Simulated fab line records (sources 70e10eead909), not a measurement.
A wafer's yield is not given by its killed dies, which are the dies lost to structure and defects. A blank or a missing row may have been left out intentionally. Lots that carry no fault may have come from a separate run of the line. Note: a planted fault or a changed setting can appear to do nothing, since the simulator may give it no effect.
Matching of chambers | flow nand_harc | NHARC_P_BONDPAD_ACTIVATE_29 on rie_diel-01 has 4 sister chambers
The step chemistry N2, time 60 s. 14 wafers are shown with their chamber, then 7 later ones without.

== WAFERS PAIRED WITH THEIR CHAMBERS ==
wafer  | chamber | drypump_motor_current_A (A) | oes_product_au (a.u.) | rf_vpp_V (V)
L474.1 | 1       | 6.4                         | 0.979                 | 62.8
L474.2 | 0       | 6.0                         | 1.002                 | 63.1
L474.5 | 1       | 6.4                         | 0.988                 | 61.6
L476.1 | 3       | 5.8                         | 0.988                 | 66.2
L476.4 | 1       | 6.4                         | 0.982                 | 64.8
L476.6 | 2       | 6.0                         | 0.996                 | 64.1
L475.1 | 3       | 5.7                         | 0.998                 | 64.0
L475.2 | 1       | 6.4                         | 0.989                 | 63.8
L475.6 | 1       | 6.4                         | 0.987                 | 63.9
L473.1 | 0       | 6.0                         | 1.005                 | 64.3
L473.5 | 1       | 6.4                         | 0.982                 | 64.4
L473.6 | 2       | 6.0                         | 1.004                 | 62.5
L479.4 | 0       | 6.0                         | 0.991                 | 63.3
L479.5 | 3       | 5.7                         | 1.001                 | 63.5

SIGNATURES (averages over the wafers above)
reading                 | chamber 0 | chamber 1 | chamber 2 | chamber 3 | scatter within a chamber
drypump_motor_current_A | 6.000     | 6.400     | 6.000     | 5.733     | 0.0258
oes_product_au          | 0.99933   | 0.98450   | 1.00000   | 0.99567   | 0.00561
rf_vpp_V                | 63.567    | 63.550    | 63.300    | 64.567    | 1.14
Rule: a wafer lies at a distance from a chamber equal to the root of the sum of squares, over the readings, of (its reading less the chamber's mean, divided by the reading's scatter). The wafer belongs to the nearest chamber; if the next one is less than 2 further off, it can't be placed. The scatter: take each reading less its chamber's mean, square it, sum over the shown wafers, divide by the number of wafers less the number of chambers, and take the root.

== WAFERS WHOSE CHAMBER IS MISSING ==
wafer  | drypump_motor_current_A (A) | oes_product_au (a.u.) | rf_vpp_V (V)
L479.6 | 6.0                         | 1.004                 | 64.2
L489.1 | 6.4                         | 0.971                 | 64.4
L489.2 | 6.0                         | 0.996                 | 64.2
L489.6 | 5.7                         | 0.990                 | 63.2
L495.1 | 6.0                         | 1.002                 | 64.5
L495.4 | 5.7                         | 0.997                 | 63.3
L495.5 | 6.4                         | 0.976                 | 63.2

== CHAMBER TAKEN BY EACH ==
wafer  | from the rows above     | in truth
L479.6 | can't be placed: 0 or 2 | 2
L489.1 | 1                       | 1
L489.2 | can't be placed: 0 or 2 | 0
L489.6 | 3                       | 3
L495.1 | can't be placed: 0 or 2 | 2
L495.4 | 3                       | 3
L495.5 | 1                       | 1
Placed correctly: 4 of 7. Unplaceable from these rows: 3, with the true chamber sitting among the candidates in 3. Placed wrongly: 0.
